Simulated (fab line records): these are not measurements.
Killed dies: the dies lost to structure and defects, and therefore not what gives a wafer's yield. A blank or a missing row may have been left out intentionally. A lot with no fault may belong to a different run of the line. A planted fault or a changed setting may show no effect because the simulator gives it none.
Chamber matching -- flow nand_harc -- NHARC_A_STAIRCASE_TRIM_220 on rie_diel-06 has 4 sister chambers
The step chemistry O2, time 211.2 s. 16 wafers are shown with their chamber, then 8 later ones without.

## WAFERS, EACH WITH ITS CHAMBER
wafer,chamber,showerhead_plenum_p_Torr (Torr),drypump_motor_current_A (A),oes_product_au (a.u.)
L080.1,1,3.65,5.9,0.991
L080.4,2,3.61,6.1,1.018
L080.6,2,3.61,6.1,1.009
L079.3,2,3.61,6.1,1.005
L079.5,1,3.65,5.8,0.992
L079.6,2,3.61,6.1,1.015
L083.2,3,3.67,6.1,1.010
L083.5,3,3.67,6.2,0.999
L083.6,0,3.47,5.2,0.994
L088.2,2,3.59,6.1,1.018
L088.4,1,3.64,5.9,0.998
L088.6,3,3.66,6.2,1.002
L089.4,2,3.59,6.1,1.013
L089.5,3,3.66,6.1,1.005
L089.6,0,3.46,5.3,0.992
L091.1,0,3.46,5.2,1.000

SIGNATURES (means of the wafers above)
reading,chamber 0,chamber 1,chamber 2,chamber 3,scatter within a chamber
showerhead_plenum_p_Torr,3.4633,3.6467,3.6033,3.6650,0.00799
drypump_motor_current_A,5.233,5.867,6.100,6.150,0.0441
oes_product_au,0.99533,0.99367,1.01300,1.00400,0.00468
Rule: for each reading, subtract the chamber's mean from the wafer's reading, divide by that reading's scatter and square the result; add these up over the readings and take the root, which gives the wafer's distance from the chamber. The wafer belongs to the nearest chamber; if the next one is less than 2 further off, it can't be placed. The scatter is the square root of a quotient: the sum, over the shown wafers, of each reading's squared deviation from its chamber's mean, divided by wafers minus chambers.

## WAFERS WITHOUT THEIR CHAMBER
wafer,showerhead_plenum_p_Torr (Torr),drypump_motor_current_A (A),oes_product_au (a.u.)
L091.3,3.59,6.2,1.014
L091.6,3.66,6.1,1.006
L092.1,3.59,6.1,1.016
L092.3,3.66,6.1,1.004
L092.5,3.63,5.9,1.002
L095.3,3.66,6.1,1.003
L095.5,3.66,6.1,1.002
L095.6,3.59,6.2,1.003

## CHAMBER TAKEN BY EACH
wafer,from the rows above,in truth
L091.3,2,2
L091.6,3,3
L092.1,2,2
L092.3,3,3
L092.5,1,1
L095.3,3,3
L095.5,3,3
L095.6,2,2
Correct placement for 8 of the 8. From these rows, 0 cannot be placed. Placed wrongly: 0.
